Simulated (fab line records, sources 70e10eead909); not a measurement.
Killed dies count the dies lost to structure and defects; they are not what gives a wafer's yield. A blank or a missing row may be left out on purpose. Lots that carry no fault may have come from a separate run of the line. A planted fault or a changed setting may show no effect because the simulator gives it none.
Matching of chambers | flow nand_harc | NHARC_A_STAIRCASE_ETCHBACK_157 on rie_diel-07: 4 sister chambers
The step etches the open film in CH3F/O2, target depth 90 nm, time 167.14 s. 8 wafers are shown with their chamber, then 8 later ones without.

EACH WAFER AND ITS CHAMBER
wafer  | chamber | showerhead_plenum_p_Torr (Torr) | drypump_motor_current_A (A)
L074.6 | 2       | 2.31                            | 5.9
L084.2 | 2       | 2.30                            | 6.0
L087.5 | 3       | 2.47                            | 6.3
L087.6 | 0       | 2.32                            | 5.8
L088.1 | 1       | 2.44                            | 5.8
L088.5 | 1       | 2.44                            | 5.8
L088.6 | 0       | 2.32                            | 5.8
L092.1 | 3       | 2.46                            | 6.3

WAFERS WITH NO CHAMBER GIVEN
wafer  | showerhead_plenum_p_Torr (Torr) | drypump_motor_current_A (A)
L092.3 | 2.29                            | 5.9
L092.4 | 2.44                            | 5.8
L094.1 | 2.46                            | 6.2
L094.2 | 2.29                            | 6.0
L094.5 | 2.29                            | 5.9
L096.1 | 2.28                            | 5.9
L096.2 | 2.31                            | 5.8
L096.6 | 2.46                            | 6.2

EACH ONE'S CHAMBER
wafer  | from the rows above | in truth
L092.3 | 2                   | 2
L092.4 | 1                   | 1
L094.1 | 3                   | 3
L094.2 | 2                   | 2
L094.5 | 2                   | 2
L096.1 | 2                   | 2
L096.2 | 0                   | 0
L096.6 | 3                   | 3
Placed correctly: 8 of 8. Can't be placed from these rows: 0. 0 placed wrongly.
How it was worked out, from the rows above alone: a wafer's distance from a chamber is the root of the sum, over the readings, of the square of ((its reading less the chamber's mean) divided by the reading's scatter). The wafer belongs to the nearest chamber; if the next one is less than 2 further off, it can't be placed. Each chamber's mean is taken over the wafers shown for it. How the scatter is found: for the shown wafers, subtract from each reading the mean of its chamber, square and add these, divide the total by (wafers less chambers), then take the root.
